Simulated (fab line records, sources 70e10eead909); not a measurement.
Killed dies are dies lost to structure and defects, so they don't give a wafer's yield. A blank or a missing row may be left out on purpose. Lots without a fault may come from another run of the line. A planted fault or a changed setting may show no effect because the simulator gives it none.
Which tool did it? | flow nand_harc | 13 lots, 39 wafers sampled, at 5 steps of a route of 1159

WHAT THE GAUGES READ, wafer by wafer
NHARC_P_GATE_OVL_MEAS_27. Usual: overlay_x_nm 0.0 nm, standard deviation 1; overlay_y_nm 0.2 nm, standard deviation 0.77.
lot  | measured     | on         | overlay_x_nm (nm) | overlay_y_nm (nm) | flag
L982 | day 4 14:32  | overlay-01 | 1.2 0.8 1.1       | 1.4 1.5 1.1       |
L981 | day 4 14:34  | overlay-02 | 0.2 0.0 -0.1      | 0.7 0.2 0.3       |
L984 | day 5 09:01  | overlay-01 | -0.2 -0.1 -0.1    | -0.4 -0.2 -0.7    |
L985 | day 5 14:28  | overlay-02 | -0.9 -0.8 -0.3    | 0.5 1.0 0.3       |
L986 | day 5 22:17  | overlay-02 | -1.2 -1.6 -1.4    | 0.9 1.3 1.5       |
L987 | day 6 08:27  | overlay-02 | 0.9 0.2 0.4       | -0.3 -0.8 -0.1    |
L988 | day 6 12:50  | overlay-02 | 0.7 0.8 1.0       | 0.2 0.0 -0.1      |
L989 | day 6 19:41  | overlay-01 | 0.2 0.9 0.2       | 0.5 -0.2 -0.3     |
L995 | day 8 04:56  | overlay-01 | -0.9 -0.5 -0.9    | 0.6 0.5 1.1       |
L997 | day 8 17:26  | overlay-02 | -0.2 -0.1 -0.3    | 1.7 1.9 1.2       |
L101 | day 9 17:55  | overlay-01 | 1.6 1.0 0.9       | 0.0 -0.1 -0.3     |
L103 | day 10 05:41 | overlay-01 | 1.5 0.8 0.5       | -0.8 -0.2 -1.0    |
L104 | day 10 12:49 | overlay-02 | 0.6 0.6 0.6       | 0.7 1.1 0.9       |

NHARC_END_SORT_01. Usual: killed_at_array 26, standard deviation 9.6; killed_at_other 0.7, standard deviation 0.92; killed_at_periphery 3.8, standard deviation 2.7; killed_dies 31, standard deviation 10; killed_open 3.3, standard deviation 1.7; killed_short 1.8, standard deviation 1.3.
lot  | measured     | on        | killed_at_array | killed_at_other | killed_at_periphery | killed_dies | killed_open | killed_short | flag
L982 | day 19 12:09 | prober-01 | 32 24 25        | 0 1 0           | 7 5 7               | 39 30 32    | 5 3 6       | 3 2 2        |
L981 | day 20 03:38 | prober-01 | 13 15 12        | 2 0 2           | 3 3 2               | 18 18 16    | 4 5 6       | 2 4 0        |
L984 | day 19 19:57 | prober-02 | 23 25 24        | 0 0 0           | 4 6 0               | 27 31 24    | 2 3 2       | 1 4 1        |
L985 | day 20 03:46 | prober-02 | 31 30 28        | 1 2 0           | 1 2 3               | 33 34 31    | 4 3 0       | 3 0 0        |
L986 | day 20 12:20 | prober-01 | 12 7 17         | 0 1 0           | 5 3 7               | 17 11 24    | 6 2 6       | 2 2 4        |
L987 | day 20 23:23 | prober-01 | 37 27 38        | 0 2 0           | 2 3 4               | 39 32 42    | 3 3 6       | 3 1 2        |
L988 | day 20 21:44 | prober-02 | 16 26 20        | 0 0 2           | 4 4 3               | 20 30 25    | 3 5 3       | 0 1 1        |
L989 | day 21 06:08 | prober-01 | 41 39 32        | 0 0 0           | 3 6 4               | 44 45 36    | 4 4 1       | 0 3 5        |
L995 | day 22 18:03 | prober-02 | 18 24 25        | 0 0 1           | 1 1 4               | 19 25 30    | 5 4 8       | 0 0 1        |
L997 | day 23 16:44 | prober-02 | 16 17 11        | 0 0 0           | 1 2 0               | 17 19 11    | 1 1 3       | 3 4 0        |
L101 | day 24 10:29 | prober-01 | 43 42 55        | 0 1 1           | 1 4 2               | 44 47 58    | 1 3 3       | 4 0 1        |
L103 | day 24 00:30 | prober-01 | 26 24 27        | 1 3 0           | 4 4 5               | 31 31 32    | 3 3 5       | 2 2 0        |
L104 | day 24 23:13 | prober-02 | 38 31 28        | 0 0 0           | 2 4 4               | 40 35 32    | 3 5 4       | 2 2 2        |

WHICH TOOL RAN EACH LOT (tool, then ch and the chambers of the sampled wafers, then the start)
lot  | NHARC_P_STI_ETCH_15             | NHARC_P_GATE_SOFTBAKE_21          | NHARC_P_GATE_ALD_36
L982 | rie_si-03 ch 0,2, day 2 16:07   | litho_track-01 ch 0, day 4 14:00  | ald_sin-03 ch 1,3, day 4 16:00
L981 | rie_si-01 ch 0,1, day 2 16:17   | litho_track-04 ch 0, day 4 14:00  | ald_sin-04 ch 1,2,3, day 4 17:01
L984 | rie_si-02 ch 1,2, day 3 03:08   | litho_track-04 ch 0, day 5 08:00  | ald_sin-01 ch 0,2,3, day 5 10:33
L985 | rie_si-03 ch 0,1,2, day 3 11:29 | litho_track-01 ch 0, day 5 13:00  | ald_sin-03 ch 1,2,3, day 5 16:04
L986 | rie_si-03 ch 0,1,2, day 3 17:25 | litho_track-01 ch 0, day 5 21:00  | ald_sin-01 ch 1,2,3, day 5 23:41
L987 | rie_si-03 ch 0,2,3, day 3 23:31 | litho_track-04 ch 0, day 6 08:00  | ald_sin-04 ch 0,1,2, day 6 11:25
L988 | rie_si-03 ch 0,1,3, day 4 07:37 | litho_track-01 ch 0, day 6 12:00  | ald_sin-03 ch 0,1,2, day 6 14:14
L989 | rie_si-03 ch 0,1,2, day 4 13:55 | litho_track-01 ch 0, day 6 19:00  | ald_sin-01 ch 1,2, day 6 21:10
L995 | rie_si-01 ch 0,2,3, day 6 02:17 | litho_track-01 ch 0, day 8 04:00  | ald_sin-01 ch 1,2,3, day 8 08:00
L997 | rie_si-02 ch 0,1,2, day 6 13:06 | litho_track-01 ch 0, day 8 16:00  | ald_sin-03 ch 1,2,3, day 8 20:29
L101 | rie_si-01 ch 0,2, day 7 11:30   | litho_track-06 ch 0, day 9 17:00  | ald_sin-01 ch 0,1, day 9 19:18
L103 | rie_si-03 ch 0,1,3, day 7 23:34 | litho_track-04 ch 0, day 10 05:00 | ald_sin-04 ch 1,2,3, day 10 07:03
L104 | rie_si-03 ch 1,3, day 8 06:40   | litho_track-04 ch 0, day 10 12:00 | ald_sin-01 ch 0,1,2, day 10 16:19
- NHARC_P_STI_ETCH_15: etches the open film in HBr/Cl2, target depth 300 nm, time 100.1 s.
- NHARC_P_GATE_SOFTBAKE_21: time 55 s.
- NHARC_P_GATE_ALD_36: deposits SiNx, target thk 20 nm, pulse time 60 s, ald cycles 223.

WHAT THE TOOLS THEMSELVES READ (means of the sampled wafers that have a number; where no wafer has one, the mark that the record gives instead)
NHARC_P_STI_ETCH_15. Usual: drypump_motor_current_A 5.6 A, standard deviation 0.33; mfc_cl2_sccm 50.00 sccm, standard deviation 0.14; oes_product_au 1.005 a.u., standard deviation 0.0069; throttle_valve_pct 26.405 %, standard deviation 0.0093.
lot  | tool      | drypump_motor_current_A (A) | mfc_cl2_sccm (sccm) | oes_product_au (a.u.) | throttle_valve_pct (%) | flag
L982 | rie_si-03 | 5.7                         | 49.84               | 1.004                 | 26.403                 |
L981 | rie_si-01 | 5.5                         | 50.03               | 1.011                 | 26.393                 |
L984 | rie_si-02 | 5.2                         | 50.13               | 1.006                 | 26.406                 |
L985 | rie_si-03 | 5.7                         | 49.87               | 1.002                 | 26.399                 |
L986 | rie_si-03 | 5.7                         | 49.86               | 1.002                 | 26.404                 |
L987 | rie_si-03 | 5.7                         | 50.00               | 1.007                 | 26.407                 |
L988 | rie_si-03 | 5.6                         | 49.97               | 0.997                 | 26.405                 |
L989 | rie_si-03 | 5.7                         | 50.06               | 1.002                 | 26.408                 |
L995 | rie_si-01 | 5.7                         | 50.05               | 1.005                 | 26.402                 |
L997 | rie_si-02 | 5.6                         | 50.09               | 1.001                 | 26.405                 |
L101 | rie_si-01 | 5.7                         | 50.14               | 1.010                 | 26.400                 |
L103 | rie_si-03 | 5.6                         | 50.07               | 1.011                 | 26.400                 |
L104 | rie_si-03 | 5.8                         | 49.97               | 1.003                 | 26.406                 |

NHARC_P_GATE_SOFTBAKE_21. Usual: heater_power_total_W 188.46 W, standard deviation 0.13; plate_temp_C 104.97 C, standard deviation 0.13.
lot  | tool           | heater_power_total_W (W) | plate_temp_C (C) | flag
L982 | litho_track-01 | 188.46                   | 104.92           |
L981 | litho_track-04 | 188.58                   | 104.86           |
L984 | litho_track-04 | 188.49                   | 104.97           |
L985 | litho_track-01 | 188.60                   | 105.06           |
L986 | litho_track-01 | 188.44                   | 104.88           |
L987 | litho_track-04 | 188.37                   | 104.94           |
L988 | litho_track-01 | 188.38                   | 104.86           |
L989 | litho_track-01 | 188.49                   | 105.20           |
L995 | litho_track-01 | 190.12                   | 105.69           | OFF
L997 | litho_track-01 | 190.10                   | 105.57           | OFF
L101 | litho_track-06 | 188.39                   | 104.88           |
L103 | litho_track-04 | 188.43                   | 104.93           |
L104 | litho_track-04 | 188.42                   | 104.94           |

NHARC_P_GATE_ALD_36. Usual: heater_power_w 830 W, standard deviation 60; precursor_pulse_height_rel 0.997, standard deviation 0.021; susceptor_temp_C 400.02 C, standard deviation 0.24.
lot  | tool       | heater_power_w (W) | precursor_pulse_height_rel | susceptor_temp_C (C) | flag
L982 | ald_sin-03 | 786                | 0.981                      | 400.00               |
L981 | ald_sin-04 | 843                | 1.005                      | 400.03               |
L984 | ald_sin-01 | 833                | 0.990                      | 400.14               |
L985 | ald_sin-03 | 790                | 1.006                      | 399.86               |
L986 | ald_sin-01 | 824                | 1.002                      | 399.86               |
L987 | ald_sin-04 | 869                | 1.005                      | 399.99               |
L988 | ald_sin-03 | 818                | 1.007                      | 400.26               |
L989 | ald_sin-01 | 852                | 1.002                      | 400.01               |
L995 | ald_sin-01 | 840                | 1.001                      | -                    | OFF
L997 | ald_sin-03 | 802                | 0.996                      | 399.97               |
L101 | ald_sin-01 | 860                | 1.008                      | 400.02               |
L103 | ald_sin-04 | 830                | 0.998                      | -                    | OFF
L104 | ald_sin-01 | 855                | 1.011                      | 400.07               |

THE ANSWER, worked out from the rows above alone
Rule: a lot is off if the mean of its wafers that have a number lies more than 3 standard deviations from the usual mean. A lot without any number at a reading at which 4 lots or more have one is off too. The other lots that the step has rows for count as sound. The gauges are gone through in route order, then the tools' own readings, and for those a lot's mean is taken as printed above. The first step at which some lot is off is used, and at that step the reading that is off furthest; a lot without a number counts as furthest.
Off: L995, L997, at NHARC_P_GATE_SOFTBAKE_21 (heater_power_total_W).
A tool fits if, at that step or a process step before it, it ran every lot that is off, and no sound lot after the first of them. One fits: litho_track-01 at NHARC_P_GATE_SOFTBAKE_21. Its last sound lot is L989 (day 6 19:00), its first lot that is off L995 (day 8 04:00): a fault that began between those two fits.
The tool's own readings at NHARC_P_GATE_SOFTBAKE_21 bear it out: on the lots that are off they differ by more than 5 times the standard deviation of the sound lots' means. heater_power_total_W reads 190.11 W there against 188.46 W on the sound lots; plate_temp_C reads 105.63 C there against 104.95 C on the sound lots.

WHAT THE SIMULATOR HAD PUT IN
Process parameter drift: litho_track-01, from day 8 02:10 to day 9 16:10, at NHARC_P_GATE_SOFTBAKE_21. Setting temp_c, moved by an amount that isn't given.
Lots struck among those shown: L995, L997. The rule above found the same.
